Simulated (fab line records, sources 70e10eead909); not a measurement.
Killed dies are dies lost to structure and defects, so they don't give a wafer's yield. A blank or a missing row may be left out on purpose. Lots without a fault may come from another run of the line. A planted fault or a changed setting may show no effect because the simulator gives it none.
Which tool did it? | flow nand_harc | 13 lots, 39 wafers sampled, at 3 steps of a route of 1302

WHAT THE GAUGES READ, wafer by wafer
NHARC_A_CONTACT_CD_MEAS_15.
lot  | measured     | on        | cd_nm (nm)
L906 | day 22 11:22 | cd_sem-02 | 189.5 190.3 190.8
L910 | day 23 19:00 | cd_sem-01 | 190.4 190.4 190.5
L909 | day 24 12:45 | cd_sem-02 | 190.3 190.6 190.9
L912 | day 25 03:45 | cd_sem-01 | 189.7 190.2 189.9
L914 | day 26 02:47 | cd_sem-02 | 189.1 189.8 189.9
L911 | day 27 19:43 | cd_sem-02 | 188.6 190.4 189.5
L922 | day 30 00:53 | cd_sem-01 | 189.9 189.6 190.0
L923 | day 30 12:54 | cd_sem-01 | 190.4 190.3 190.7
L924 | day 30 17:41 | cd_sem-03 | 188.4 190.2 188.8
L925 | day 30 19:23 | cd_sem-01 | 188.3 189.2 188.6
L926 | day 31 03:13 | cd_sem-03 | 189.1 189.4 190.2
L928 | day 31 06:33 | cd_sem-03 | 190.3 190.0 189.7
L927 | day 31 07:01 | cd_sem-01 | 189.5 191.0 191.6

NHARC_A_BLC_CD_MEAS_19.
lot  | measured     | on        | cd_nm (nm)
L906 | day 22 15:26 | cd_sem-02 | 104 98 98
L910 | day 23 23:09 | cd_sem-02 | 99 100 96
L909 | day 24 16:51 | cd_sem-03 | 96 98 104
L912 | day 25 08:25 | cd_sem-01 | 105 102 105
L914 | day 26 07:05 | cd_sem-01 | 102 108 105
L911 | day 27 23:41 | cd_sem-01 | 101 97 94
L922 | day 30 04:51 | cd_sem-02 | 97 101 95
L923 | day 30 16:59 | cd_sem-03 | 104 103 101
L924 | day 30 22:10 | cd_sem-02 | 103 103 105
L925 | day 30 23:32 | cd_sem-02 | 98 98 98
L926 | day 31 07:13 | cd_sem-02 | 101 100 95
L928 | day 31 11:04 | cd_sem-03 | 102 104 102
L927 | day 31 11:07 | cd_sem-01 | 100 101 102

WHICH TOOL RAN EACH LOT (tool, then ch and the chambers of the sampled wafers, then the start)
lot  | NHARC_A_CONTACT_STRIP_26
L906 | rie_diel-09 ch 2,3, day 22 15:26 or earlier
L910 | rie_diel-02 ch 0,2, day 23 23:09 or earlier
L909 | rie_diel-02 ch 0,2,3, day 24 16:51 or earlier
L912 | rie_diel-13 ch 0,1,2, day 25 08:25 or earlier
L914 | rie_diel-02 ch 0,1,3, day 26 07:05 or earlier
L911 | rie_diel-13 ch 0,1,2, day 27 23:41 or earlier
L922 | rie_diel-02 ch 0,2, day 30 04:51 or earlier
L923 | rie_diel-09 ch 0,1,3, day 30 16:59 or earlier
L924 | rie_diel-02 ch 0,2, day 30 22:10 or earlier
L925 | rie_diel-02 ch 0,1,3, day 30 23:32 or earlier
L926 | rie_diel-02 ch 0,1,3, day 31 07:13 or earlier
L928 | rie_diel-13 ch 0,2,3, day 31 11:04 or earlier
L927 | rie_diel-02 ch 0,3, day 31 11:07 or earlier
- NHARC_A_CONTACT_STRIP_26: strips in O2.

WHAT THE TOOLS THEMSELVES READ (means of the sampled wafers that have a number; where no wafer has one, the mark that the record gives instead)
NHARC_A_CONTACT_STRIP_26.
lot  | tool        | drypump_motor_current_A (A) | oes_product_au (a.u.) | rf_vpp_V (V) | showerhead_plenum_p_Torr (Torr) | throttle_valve_pct (%)
L906 | rie_diel-09 | 5.2                         | 0.984                 | 58.6         | 3.58                            | 17.024
L910 | rie_diel-02 | 6.3                         | 0.997                 | 58.1         | 3.57                            | 17.035
L909 | rie_diel-02 | 6.4                         | 0.989                 | 57.9         | 3.50                            | 17.031
L912 | rie_diel-13 | 5.9                         | 1.014                 | 58.6         | 3.62                            | 17.038
L914 | rie_diel-02 | 6.5                         | 0.981                 | 57.3         | 3.49                            | 17.034
L911 | rie_diel-13 | 5.9                         | 1.007                 | 58.2         | 3.60                            | 17.033
L922 | rie_diel-02 | 6.3                         | 0.986                 | 57.1         | 3.62                            | 17.029
L923 | rie_diel-09 | 5.7                         | 0.992                 | 57.9         | 3.52                            | 17.045
L924 | rie_diel-02 | 6.3                         | 0.996                 | 58.0         | 3.55                            | 17.038
L925 | rie_diel-02 | 6.5                         | 0.997                 | 58.6         | 3.48                            | 17.036
L926 | rie_diel-02 | 6.5                         | 0.988                 | 57.7         | 3.48                            | 17.037
L928 | rie_diel-13 | 5.8                         | 1.007                 | 57.7         | 3.64                            | 17.046
L927 | rie_diel-02 | 6.3                         | 0.994                 | 57.6         | 3.55                            | 17.031

THE ANSWER, worked out from the rows above alone
Rule: what is usual is taken from the lots themselves. Put in order of their means at a reading, lots are off if they are a third of the lots or fewer, leave a main group of 4 or more, and stand apart from it by a gap of 3 or more times the standard deviation of the main group's means; of several such gaps the widest counts. A main group whose means are all the same, to the digits that the tables above print for the reading, isn't used. A lot without any number at a reading at which 4 lots or more have one is off too. The other lots that the step has rows for count as sound. The gauges are gone through in route order, then the tools' own readings, and for those a lot's mean is taken as printed above. The first step at which some lot is off is used, and at that step the reading that is off furthest; a lot without a number counts as furthest.
No lot is off at any reading shown: from this, nothing can be told.

WHAT THE SIMULATOR HAD PUT IN
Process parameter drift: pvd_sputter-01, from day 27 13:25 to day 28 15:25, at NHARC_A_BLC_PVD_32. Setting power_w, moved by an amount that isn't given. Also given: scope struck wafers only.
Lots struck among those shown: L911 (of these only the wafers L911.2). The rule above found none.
